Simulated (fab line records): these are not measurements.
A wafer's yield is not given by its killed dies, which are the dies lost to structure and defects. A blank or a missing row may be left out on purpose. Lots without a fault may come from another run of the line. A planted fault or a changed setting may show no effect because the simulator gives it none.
Split-lot experiment -- flow n5-finfet -- 7 lots, 21 wafers read, on a route of 1938 steps

== ABOUT THE SPLIT ==
At N5_BEOL_M14_SPUTTER_43 (material TaN, target thk 15 nm, time 24.19 s), the setting power-w was moved away from the recipe's 15000 W on 6 of the 21 wafers read, by -17.5% to +12.0%. This setting was run at the recipe's value on the other wafers.

The reading is taken at the split's own step.

== THE READING ==
TaN_of_BEOL_M14_SPUTTER_43.thk-nm (the simulator's own value, which no gauge read), in nm, at N5_BEOL_M14_SPUTTER_43 (material TaN, target thk 15 nm, time 24.19 s). There is no usual value for it anywhere in the file. Across the 15 wafers here that went through the recipe, the average is 15.0 nm and the standard deviation 0.15 nm.

wafer,"tool, chamber at the split","power-w as run, W",against the recipe,"TaN_of_BEOL_M14_SPUTTER_43.thk-nm, nm",against lot-mates on the recipe
L075.2,"pvd-sputter-02, -",15000,recipe,14.8,-
L075.4,"pvd-sputter-02, -",16110,+7.4%,16.2,+1.3
L075.6,"pvd-sputter-02, -",15000,recipe,15,-
L078.2,"pvd-sputter-01, -",15000,recipe,15,-
L078.4,"pvd-sputter-01, -",15000,recipe,15,-
L078.6,"pvd-sputter-01, -",15000,recipe,15,-
L080.3,"pvd-sputter-02, -",15000,recipe,15,-
L080.4,"pvd-sputter-02, -",15000,recipe,15,-
L080.6,"pvd-sputter-02, -",15000,recipe,14.8,-
L076.3,"pvd-sputter-03, -",15000,recipe,14.8,-
L076.4,"pvd-sputter-03, -",12370,-17.5%,12.4,-2.6
L076.6,"pvd-sputter-03, -",15000,recipe,15.2,-
L090.2,"pvd-sputter-01, -",12750,-15.0%,12.4,-2.4
L090.3,"pvd-sputter-01, -",15000,recipe,14.8,-
L090.6,"pvd-sputter-01, -",12750,-15.0%,12.6,-2.2
L091.2,"pvd-sputter-01, -",13390,-10.7%,13,-2.1
L091.3,"pvd-sputter-01, -",15000,recipe,15,-
L091.5,"pvd-sputter-01, -",15000,recipe,15.2,-
L088.2,"pvd-sputter-03, -",15000,recipe,15.2,-
L088.6,"pvd-sputter-03, -",15000,recipe,15.2,-
L088.5,"pvd-sputter-03, -",16800,+12.0%,17,+1.8

FIT RESULTS
A straight line over all 21 wafers: TaN_of_BEOL_M14_SPUTTER_43.thk-nm changes by +0.163 nm for each +1% of power-w; r = +0.99; the points scatter about the line by 0.16 nm.
The same after taking each lot's own level away (the mean of its wafers on the recipe; 21 wafers): +0.157 nm for each +1%; r = +0.99; scatter 0.14 nm.
Per that fit: largest power-w move, reading shift of 2.8 nm.
From 14.80 to 15.20 nm: that is the span of the lots' own levels, equal to 2.7 times the standard deviation above.
Consequently the slope shifts little with the lot-to-lot level, the two slopes agreeing.
Check: with one of the wafers moved furthest among these (-17.5%) left out of the fit, the line predicts -2.82 nm for it against its lot-mates. It came out at -2.6 nm against them.

== OTHER SPLITS ON THESE WAFERS ==
These wafers also went through other splits before the reading. Each is held against what the fit with the lots' levels taken away leaves over:
other split on the same wafers,wafers away from the commonest value,r with TaN_of_BEOL_M14_SPUTTER_43.thk-nm (lot level and that fit taken away)
N5_BEOL_M11_EXPOSE_08 dose-mj,9,-0.13
N5_BEOL_M12_COAT_66 spin-rpm,9,-0.17
N5_BEOL_M14_COAT_22 spin-rpm,8,+0.12

== FILE'S OWN FIT ==
TaN_of_BEOL_M14_SPUTTER_43.thk-nm changes by +0.158 nm for each +1% of power-w, r = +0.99.
